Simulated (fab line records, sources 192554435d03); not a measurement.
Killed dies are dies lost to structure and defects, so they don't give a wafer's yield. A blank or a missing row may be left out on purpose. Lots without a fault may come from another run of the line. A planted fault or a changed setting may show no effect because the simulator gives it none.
fab line records | flow n5_finfet
record lots=5 wafers=15 last_day=17
route steps=1938 shown MIM_BOT_LITHO@1857 MIM_BOT_ETCH@1866 PASSIVATION@1936
lots that met no fault: from a run of the same line without faults
start_h: hours from the record's first day to the start of the lot's first wafer shown | wait_h: hours since the lot's step before | " the same as in the row above | L1.1+2: a row that stands for several wafers | - no value, or no start given | * or withheld: withheld | < > ~ a bound
route shown NAME@n: a module of which the file shows steps, and the number in the route of the first | usual: mean/standard deviation of fault-free wafers | same: alike in all rows | chamber/n: place in a boat | sites: the reading at each site | _std_site: their standard deviation | _edge_site: outer sites' mean less inner sites' | radius_mm: how far each site lies from the wafer's centre | mask NAME#n: copy n | behind: the tool/chamber that last shaped the wafer | hold: why the lot was held/for how many hours/how that ended | device: the transistor (n, p or np) that didn't switch | end of line: the same wafers' tests at the end of the route | a step without rows: its recipe alone | killed: dies lost to structure and defects at the first sort, not the wafer's yield | map: a wafer's dies, x killed, . not, _ none there
set.NAME: the setting as run; set.NAME@STEP: as run at that earlier step | model.NAME: the simulator's own value behind a step, which no gauge read
lots at some steps of the route; a table a step, a row a wafer
services: from which hour (start_h, from the record's first day; less than 0 if before it) a tool's chamber was out of use, for how many hours, and why
## steps
# step N5_MIM_BOT_LITHO_SOFTBAKE_03
# recipe temp_c=100 time_s=90
# step N5_MIM_BOT_LITHO_EXPOSE_05
# recipe mask_id=MIM_BOT na=0.55 source_shape=conventional sigma_outer=0.8 polarization=unpolarized dose_mj=24.25
# step N5_MIM_BOT_LITHO_PEB_06
# recipe peb_temp_c=withheld peb_time_s=*
# step N5_MIM_BOT_LITHO_DEVELOP_07
# recipe develop_time_s=60 rinse_liquid=diw dry=air_spin dev_temp_c=21
# step N5_MIM_BOT_LITHO_HARDBAKE_09
# recipe temp_c=130 time_s=120
# step N5_MIM_BOT_LITHO_CD_MEAS_08
# recipe target_cd_nm=3000 landing_energy_ev=500 detector=se_inlens polarity=opening
# usual cd_nm=3000.2/1.5
# columns lot.wafer tool chamber start_h wait_h cd_nm
L973.1 cd_sem-02 0 341.13 - 3000.2
L973.2 " 0 " " 2999.4
L973.3 " 0 " " 2999.6
L975.2 cd_sem-02 0 344.81 - 3000.1
L975.3 " 0 " " 2997.8
L975.5 " 0 " " 2999.4
L981.2 cd_sem-01 0 365.93 - 3000.1
L981.3 " 0 " " 2999.1
L981.4 " 0 " " 3000.0
L983.3 cd_sem-03 0 380.07 - 3001.3
L983.4 " 0 " " 2999.2
L983.5 " 0 " " 3001.4
L984.1 cd_sem-02 0 398.94 - 2997.7
L984.4 " 0 " " 2998.1
L984.6 " 0 " " 2997.2
# step N5_MIM_BOT_LITHO_OVL_MEAS_11
# recipe points_per_wafer=44
# usual MIM_BOT_OVL=2/5.3
# same points_per_wafer=44
# columns lot.wafer tool chamber start_h wait_h MIM_BOT_OVL[nm]
L973.1 overlay-01 0 341.16 0.0 -1
L973.2 " 0 " " 8
L973.3 " 0 " " -3
L975.2 overlay-02 0 344.84 0.0 8
L975.3 " 0 " " 3
L975.5 " 0 " " 5
L981.2 overlay-02 0 365.96 0.0 8
L981.3 " 0 " " -9
L981.4 " 0 " " 0
L983.3 overlay-01 0 380.11 0.0 6
L983.4 " 0 " " 4
L983.5 " 0 " " 0
L984.1 overlay-01 0 398.97 0.0 7
L984.4 " 0 " " 5
L984.6 " 0 " " 13
# step N5_MIM_BOT_LITHO_INSPECT_12
# recipe mode=adi inspect_instrument=macro
# usual raw_defect_count=1.9/1.3
# columns lot.wafer tool chamber start_h wait_h raw_defect_count
L973.1 defect_inspect-02 - 341.19 0.0 1
L973.2 " - " " 5
L973.3 " - " " 2
L975.2 defect_inspect-02 - 344.86 0.0 2
L975.3 " - " " 0
L975.5 " - " " 3
L981.2 defect_inspect-02 - 365.99 0.0 3
L981.3 " - " " 0
L981.4 " - " " 2
L983.3 defect_inspect-01 - 380.13 0.0 1
L983.4 " - " " 1
L983.5 " - " " 2
L984.1 defect_inspect-02 - 398.99 0.0 2
L984.4 " - " " 1
L984.6 " - " " 2
# step N5_MIM_BOT_LITHO_DESCUM_10
# recipe chemistry=O2 time_s=7.9 source_power_w=50 bias_power_w=20 pressure_mtorr=20 rf_frequency_hz=2.712e+07 temp_c=40 o2_flow_sccm=225
# usual drypump_motor_current_A=5.9/0.52 o2_flow_sccm=225.0/0.65 oes_product_au=0.80/0.079 rf_vpp_V=243.4/1.3 showerhead_plenum_p_Torr=2.11/0.066 throttle_valve_pct=20.42/0.29
# columns lot.wafer tool chamber start_h wait_h drypump_motor_current_A o2_flow_sccm oes_product_au rf_hours_counter_h rf_vpp_V showerhead_plenum_p_Torr throttle_valve_pct
L973.1 rie_diel-01 0 341.22 0.0 5.5 225.7 0.81 112 244.3 2.10 20.78
L973.2 " 1 " " 6.6 225.6 0.78 117 243.9 2.11 20.87
L973.3 " 3 " " 5.1 224.6 0.94 15 244.7 2.24 20.15
L975.2 rie_diel-05 0 344.90 0.0 5.6 224.2 0.78 144 242.2 2.00 20.30
L975.3 " 2 " " 6.6 225.3 0.73 212 243.2 2.07 20.49
L975.5 " 2 " " 6.6 226.2 0.72 - 241.6 2.07 20.51
L981.2 rie_diel-01 0 366.02 0.0 5.5 225.4 0.80 120 242.2 2.10 20.81
L981.3 " 3 " " 5.1 224.5 0.91 24 246.3 2.23 20.17
L981.4 " 1 " " 6.6 224.1 0.78 125 243.9 2.11 20.86
L983.3 rie_diel-04 0 380.45 0.3 6.6 225.5 0.88 49 244.8 2.22 19.94
L983.4 " 2 " " 5.7 225.1 0.81 70 243.0 2.12 20.01
L983.5 " 2 " " 5.7 225.4 0.81 - 244.9 2.12 20.01
L984.1 rie_diel-01 3 399.03 0.0 5.1 224.5 0.88 36 245.4 2.23 20.19
L984.4 " 1 " " 6.6 224.8 0.78 137 241.4 2.11 20.91
L984.6 " 2 " " 6.6 224.4 0.92 - 244.8 2.06 20.18
# step N5_MIM_BOT_ETCH_ETCH_04
# recipe chemistry=CF4/O2 target=SiNx target_depth_a=260 time_s=13 ion_energy_ev=100 pressure_mtorr=40 source_w=535 bias_w=49 Ar_flow_sccm=100 cf4_flow_sccm=100 O2_flow_sccm=10
# usual cf4_flow_sccm=99.97/0.29 drypump_motor_current_A=5.9/0.52 oes_product_au=0.80/0.078 rf_vpp_V=241.1/2 showerhead_plenum_p_Torr=2.22/0.064 throttle_valve_pct=15.99/0.29
# columns lot.wafer tool chamber start_h wait_h cf4_flow_sccm drypump_motor_current_A oes_product_au rf_hours_counter_h rf_vpp_V showerhead_plenum_p_Torr throttle_valve_pct
L973.1 rie_diel-01 0 341.29 0.0 100.55 5.5 0.82 112 241.3 2.22 16.36
L973.2 " 1 " " 100.22 6.6 0.81 117 242.6 2.22 16.36
L973.3 " 3 " " 99.88 5.1 0.95 15 240.8 2.34 15.67
L975.2 rie_diel-05 0 344.96 0.0 99.64 5.6 0.76 144 241.5 2.12 15.95
L975.3 " 2 " " 100.12 6.6 0.72 212 240.3 2.18 16.15
L975.5 " 2 " " 100.13 6.6 0.71 - 239.1 2.18 16.14
L981.2 rie_diel-01 0 366.09 0.0 99.65 5.4 0.80 120 242.9 2.22 16.36
L981.3 " 3 " " 99.79 5.1 0.92 24 241.4 2.34 15.69
L981.4 " 1 " " 99.93 6.6 0.80 125 241.1 2.22 16.39
L983.3 rie_diel-04 0 380.51 0.0 99.65 6.6 0.87 49 243.7 2.33 15.52
L983.4 " 2 " " 100.12 5.7 0.81 70 237.6 2.24 15.61
L983.5 " 2 " " 100.30 5.7 0.80 - 236.6 2.24 15.60
L984.1 rie_diel-01 3 399.09 0.0 99.91 5.1 0.89 36 239.9 2.33 15.69
L984.4 " 1 " " 99.80 6.7 0.78 137 242.0 2.21 16.39
L984.6 " 2 " " 100.13 6.6 0.93 - 242.3 2.17 15.69
# step N5_MIM_BOT_ETCH_ETCH_03
# recipe chemistry=Cl2/BCl3 target_depth_a=120 pressure_mtorr=8 icp_w=800 bias_w=100 Cl2_flow_sccm=20 bcl3_flow_sccm=80
# usual drypump_motor_current_A=5.4/0.37 he_backside_leak_sccm=3.5/0.37 oes_product_au=0.75/0.068 throttle_valve_pct=27.7/0.36
# columns lot.wafer tool chamber start_h wait_h drypump_motor_current_A he_backside_leak_sccm oes_product_au rf_hours_counter_h throttle_valve_pct
L973.1 rie_metal-02 1 341.38 0.1 5.3 3.3 0.79 39 27.4
L973.2 " 1 " " 5.3 3.2 0.79 - 27.4
L973.3 " 1 " " 5.3 3.3 0.79 - 27.5
L975.2 rie_metal-01 0 345.05 0.1 5.3 3.7 0.71 79 27.4
L975.3 " 0 " " 5.3 3.7 0.70 - 27.4
L975.5 " 1 " " 6.1 3.3 0.76 - 28.1
L981.2 rie_metal-02 1 366.17 0.1 5.3 3.4 0.77 43 27.5
L981.3 " 0 " " 5.5 3.5 0.73 - 27.1
L981.4 " 1 " " 5.3 3.5 0.78 - 27.5
L983.3 rie_metal-01 0 380.63 0.1 5.3 3.7 0.70 - 27.4
L983.4 " 1 " " 6.1 3.4 0.76 - 28.1
L983.5 " 1 " " 6.1 3.6 0.75 - 28.0
L984.1 rie_metal-01 0 399.18 0.1 5.3 3.6 0.69 84 27.4
L984.4 " 1 " " 6.1 3.5 0.74 - 28.1
L984.6 " 1 " " 6.1 3.2 0.74 - 28.1
# step N5_MIM_BOT_ETCH_ETCH_00
# recipe chemistry=Cl2/BCl3 target=TiN target_depth_a=455 ion_energy_ev=150 pressure_mtorr=10 icp_w=1000 bias_w=126 Cl2_flow_sccm=53.25 bcl3_flow_sccm=21.75 Ar_flow_sccm=25
# usual drypump_motor_current_A=5.4/0.37 he_backside_leak_sccm=3.47/0.17 oes_product_au=0.75/0.067 throttle_valve_pct=22.1/0.33
# columns lot.wafer tool chamber start_h wait_h drypump_motor_current_A he_backside_leak_sccm oes_product_au rf_hours_counter_h throttle_valve_pct
L973.1 rie_metal-02 1 341.56 0.1 5.3 3.37 0.79 39 21.9
L973.2 " 1 " " 5.3 3.10 0.79 - 21.9
L973.3 " 1 " " 5.3 3.33 0.79 - 21.9
L975.2 rie_metal-01 0 345.14 0.1 5.3 3.86 0.71 79 21.8
L975.3 " 0 " " 5.3 3.81 0.70 - 21.8
L975.5 " 1 " " 6.1 3.43 0.76 - 22.4
L981.2 rie_metal-02 1 366.26 0.1 5.3 3.28 0.77 44 21.9
L981.3 " 0 " " 5.5 3.22 0.74 - 21.5
L981.4 " 1 " " 5.2 3.19 0.77 - 21.9
L983.3 rie_metal-01 0 380.73 0.1 5.3 3.60 0.70 - 21.8
L983.4 " 1 " " 6.0 3.28 0.75 - 22.4
L983.5 " 1 " " 6.0 3.42 0.75 - 22.4
L984.1 rie_metal-01 0 399.27 0.1 5.2 3.85 0.70 84 21.8
L984.4 " 1 " " 6.1 3.46 0.75 - 22.4
L984.6 " 1 " " 6.1 3.49 0.76 - 22.3
# step N5_MIM_BOT_ETCH_STRIP_01
# recipe chemistry=O2 power_w=600 temp_c=60 pressure_mtorr=30 rf_frequency_hz=6e+07 bias_power_w=0 overash_fraction=0.5 o2_flow_sccm=225
# usual chamber_pressure_mTorr=30.01/0.081 drypump_motor_current_A=6.0/0.49 o2_flow_sccm=225.0/0.65 oes_product_au=0.81/0.087 rf_vpp_V=3.7/1.3 showerhead_plenum_p_Torr=2.13/0.064 throttle_valve_pct=16.6/0.33
# same overash_fraction=0.5
# columns lot.wafer tool chamber start_h wait_h chamber_pressure_mTorr drypump_motor_current_A o2_flow_sccm oes_product_au rf_hours_counter_h rf_vpp_V showerhead_plenum_p_Torr throttle_valve_pct
L973.1 rie_diel-05 0 341.95 0.4 39.01 5.6 225.4 0.77 143 4.4 2.01 16.6
L973.2 " 3 " " 30.07 5.6 225.7 0.73 187 1.8 2.18 16.9
L973.3 " 1 " " 30.04 6.2 225.3 0.86 57 2.5 2.14 16.4
L975.2 rie_diel-01 0 345.28 0.1 30.04 5.5 225.3 0.80 113 2.7 2.10 17.0
L975.3 " 3 " " 30.03 5.1 226.0 0.92 17 1.8 2.24 16.4
L975.5 " 3 " " 29.91 5.1 224.9 0.92 - 5.0 2.24 16.4
L981.2 rie_diel-04 2 366.41 0.1 29.84 5.7 225.3 0.81 66 3.3 2.12 16.3
L981.3 " 3 " " 29.96 5.7 224.2 0.92 11 1.9 2.15 16.1
L981.4 " 1 " " 29.93 5.7 223.8 0.72 204 3.9 2.07 17.0
L983.3 rie_diel-04 1 380.83 0.1 29.89 5.7 225.0 0.73 209 3.6 2.07 17.1
L983.4 " 2 " " 30.13 5.8 224.7 0.80 70 2.6 2.12 16.2
L983.5 " 2 " " 29.97 5.8 224.2 0.80 - 5.6 2.12 16.3
L984.1 rie_diel-05 3 399.41 0.1 30.03 5.5 225.5 0.69 207 3.8 2.18 17.0
L984.4 " 1 " " 30.17 6.2 224.8 0.83 78 3.7 2.13 16.5
L984.6 " 2 " " 30.03 6.6 224.6 0.71 - 4.5 2.07 16.8
# step N5_MIM_BOT_ETCH_STRIP_02
# recipe chemistry=post_etch_residue_remover time_s=1200 temp_c=72.5
# step N5_PASSIVATION_PROBE_49
# usual defect_limited_yield=91.3/1.5 killed_at_M0_to_M3=35/10 killed_at_M4_up=13/5.3 killed_at_contacts=12/5.7 killed_at_front_end=39/11 killed_at_other=3.3/2.7 killed_dies=102/18 killed_open=67/13 killed_short=34/7.8 sort_bin_5_function=5.1/1 sort_bin_6_memory=3.3/0.68 sort_n_pass=1078/18 sort_yield_pct=91.3/1.5
# same gross_dies=1180 killed_at_back_side=0 sort_bin_4_leakage[%]=0 sort_bin_8_speed[%]=0
# columns lot.wafer tool chamber start_h wait_h defect_limited_yield[%] killed_at_M0_to_M3 killed_at_M4_up killed_at_contacts killed_at_front_end killed_at_other killed_dies killed_open killed_short sort_bin_5_function[%] sort_bin_6_memory[%] sort_n_pass sort_yield_pct[%]
L984.1 prober-02 - 408.19 0.0 92.4 32 10 9 32 7 90 55 33 4.7 2.8 1090 92.4
L984.4 prober-02 - 408.34 0.2 90.7 42 14 14 35 5 110 76 32 5.9 3.3 1070 90.7
L984.6 prober-02 - 408.44 0.3 91.2 29 18 14 34 9 104 76 28 4.4 4.0 1076 91.2
# killed by level:class
L984.1 MOL_CONTACT_COAG:geometric_particle:open=8 BEOL_M0_SAQP:geometric_particle:short=8 FIN_SAQP:geometric_particle:short=7 FIN_SAQP:geometric_particle:open=7 BEOL_M1:geometric_particle:open=5 BEOL_M0_SAQP:geometric_particle:open=5 STARTING-WAFER:geometric_particle:open=5 BEOL_M3:geometric_particle:open=4
L984.4 BEOL_M2:geometric_particle:open=10 BEOL_M3:geometric_particle:open=10 MOL_CONTACT_COAG:geometric_particle:open=9 BEOL_M0_SAQP:geometric_particle:short=8 BEOL_M4:geometric_particle:open=8 FIN_SAQP:geometric_particle:open=7 DUMMY_GATE:geometric_particle:open=5 GATE_CUT:geometric_particle:open=5
L984.6 MOL_CONTACT_COAG:geometric_particle:open=12 STI_FIN_REVEAL:geometric_particle:open=9 BEOL_M1:geometric_particle:open=9 BEOL_M4:geometric_particle:open=9 FIN_SAQP:geometric_particle:short=5 BEOL_M0_SAQP:geometric_particle:open=5 BEOL_M2:geometric_particle:open=5 PAD_METAL:geometric_particle:open=5
## services
# columns tool chamber start_h hours kind
rie_diel-04 3 318.61 - clean
rie_diel-04 3 318.61 - consumable_replace:focus_ring
rie_diel-04 3 318.61 17.8 scheduled_down
rie_diel-04 3 318.61 17.8 vent_cycle
rie_metal-02 1 331.14 4.0 repair
rie_diel-01 2 331.60 - clean
rie_diel-01 2 331.60 - consumable_replace:focus_ring
rie_diel-01 2 331.60 20.0 scheduled_down
rie_diel-01 2 331.60 20.0 vent_cycle
## key
first_sign step=N5_MIM_BOT_ETCH_STRIP_01 reading=chamber_pressure_mTorr direction=up sigmas=99+ usual=* struck=*
effect none on later readings
met_at N5_MIM_BOT_ETCH_STRIP_01
struck_wafers L973.1
fault kind=process_parameter_drift tool=rie_diel-05 chamber=0 onset_h=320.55 steps=N5_MIM_BOT_ETCH_STRIP_01 channel=pressure_mtorr offset=* shape=step end_h=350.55 acts_in=* stated=*
